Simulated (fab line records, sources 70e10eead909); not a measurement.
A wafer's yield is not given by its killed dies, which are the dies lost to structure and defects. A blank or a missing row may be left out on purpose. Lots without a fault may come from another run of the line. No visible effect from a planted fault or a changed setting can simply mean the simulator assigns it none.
Which tool is to blame? | flow nand_harc | 18 wafers sampled from 6 lots at 1 step of a route of 1302

== WHAT THE GAUGES SHOWED, per wafer ==
NHARC_A_ONON_D1_THK_MEAS_27: measures by ellipsometry.
lot  | measured     | on            | thk_nm (nm)
L668 | day 9 19:29  | film_metro-01 | 1007 1006 1006
L669 | day 10 15:33 | film_metro-02 | 1016 1016 1014
L671 | day 11 08:31 | film_metro-01 | 1010 1009 1010
L681 | day 15 01:13 | film_metro-02 | 973 972 973
L683 | day 16 05:46 | film_metro-02 | 1016 1015 1016
L686 | day 17 02:50 | film_metro-01 | 1044 1044 1043

== TOOL THAT RAN EACH LOT (tool first, then ch and the chambers of the sampled wafers, then the start) ==
The record shows no process step preceding these readings.

== THE ANSWER, worked out from the rows above alone ==
Rule: what is usual is taken from the lots themselves. The widest of any qualifying gaps counts: lots, ordered by their means at a reading, are off when they make up no more than a third of the lots, leave a main group of 4 or more, and stand apart from it by 3 or more times the standard deviation of that group's means. Not used: any main group whose means are identical at the precision the tables above print for the reading. Also off: a lot with no number at a reading for which 4 or more lots have one. The other lots that the step has rows for count as sound.
Nothing can be told from this: no lot is off at any reading shown.

== WHAT THE SIMULATOR HAD INSERTED ==
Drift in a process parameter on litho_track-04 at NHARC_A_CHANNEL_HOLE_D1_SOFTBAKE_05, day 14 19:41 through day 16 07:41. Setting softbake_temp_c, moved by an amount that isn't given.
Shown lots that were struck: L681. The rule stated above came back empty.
